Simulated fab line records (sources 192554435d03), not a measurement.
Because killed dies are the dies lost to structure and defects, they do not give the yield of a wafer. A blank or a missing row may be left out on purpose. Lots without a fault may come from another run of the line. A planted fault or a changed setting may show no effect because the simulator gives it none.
3 desks, one fault ; flow n5 finfet ; each desk has only its own numbers; what lay behind them comes last

== DESK OF THE TOOL OWNER: epi rpcvd-03 ==
The tool's own readings at N5_SD_EPI_N_PRECLEAN_48 (cleans in NF3:NH3, afs cycles 2, time 20 s, sublimation time 60 s): means of the sampled wafers that have a number, for each lot that ran on this tool. A lot is out of limits, marked OUT, if its mean lies more than 4 standard deviations from the usual mean; the brackets give that distance.
Columns: A = susceptor temp C at N5_SD_EPI_N_PRECLEAN_48, usual 30.00 C
lot;first seen here;A
L234;day 5 17:05;30.01
L235;day 5 21:37;29.84
L236;day 6 03:42;30.13
L241;day 7 13:09;29.95
L246;day 8 20:37;30.08
This desk found nothing out of limits on any of the 5 lots.

== AT THE METROLOGY DESK ==
Lot by lot, what the gauges showed, no matter which tool ran the lot: averages of those sampled wafers that carry a number. A lot is out of limits, marked OUT, if its mean lies more than 4 standard deviations from the usual mean; the brackets give that distance.
Columns: A = thk nm at N5_SD_EPI_N_EPI_MEAS_23, usual 59.0 nm
lot;first seen here;A
L224;day 3 03:37;58.9
L225;day 3 13:30;59.2
L226;day 3 15:45;59.2
L227;day 4 00:41;58.4
L228;day 4 06:32;60.4
L229;day 4 12:27;58.6
L230;day 4 18:36;57.9
L231;day 4 22:38;59.0
L232;day 5 07:02;59.0
L234;day 5 19:21;58.2
L235;day 6 00:36;58.6
L236;day 6 05:50;59.1
L241;day 7 15:25;30.3 (-24) OUT
L245;day 8 10:19;15.8 (-36) OUT
L246;day 8 22:52;37.6 (-18) OUT
This desk finds L241, L245, L246 out of limits, L241 being first, at day 7 15:25 (thk nm at N5_SD_EPI_N_EPI_MEAS_23). Within limits: L224, L225, L226, L227, L228, L229, L230, L231, L232, L234, L235, L236.

== THE DEFECT DESK ==
Per lot, the means of the sampled wafers with a number show what the inspections along the route counted. A lot is out of limits, marked OUT, if its mean lies more than 4 standard deviations from the usual mean; the brackets give that distance.
Columns: A = raw defect count at N5_DUMMY_GATE_INSPECT_27, usual 280
lot;first seen here;A
L224;day 2 22:39;368
L225;day 3 07:41;257
L226;day 3 11:16;244
L227;day 3 19:31;275
L228;day 4 01:12;266
L229;day 4 07:00;225
L230;day 4 13:28;271
L231;day 4 17:57;196
L232;day 5 01:35;175
L234;day 5 13:22;297
L235;day 5 17:49;389
L236;day 6 01:17;264
L241;day 7 10:56;199
L245;day 8 04:40;282
L246;day 8 17:38;348
This desk found nothing out of limits on any of the 15 lots.

== ALL TOGETHER ==
An alarm was possible from the metrology desk at day 7 15:25, on L241, L245, L246.
Nothing out of limits was seen by the tool owner's desk.
No out-of-limits result turned up at the defect desk.
Tool owner's desk: L241, L246 on record, inside its limits.
The tool owner's desk has no number on record for L245.
The defect desk has L241, L245, L246 on record, within its limits.
N5_SD_EPI_N_PRECLEAN_48 was run on epi rpcvd-03 by each of the lots named.

== WHAT THE SIMULATOR HAD INSERTED ==
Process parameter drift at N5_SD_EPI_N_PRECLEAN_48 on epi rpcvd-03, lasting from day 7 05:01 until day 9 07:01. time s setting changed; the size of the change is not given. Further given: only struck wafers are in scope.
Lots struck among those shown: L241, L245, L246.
Delay in hours, fault start to first out-of-limits reading, per desk: metrology desk 10.
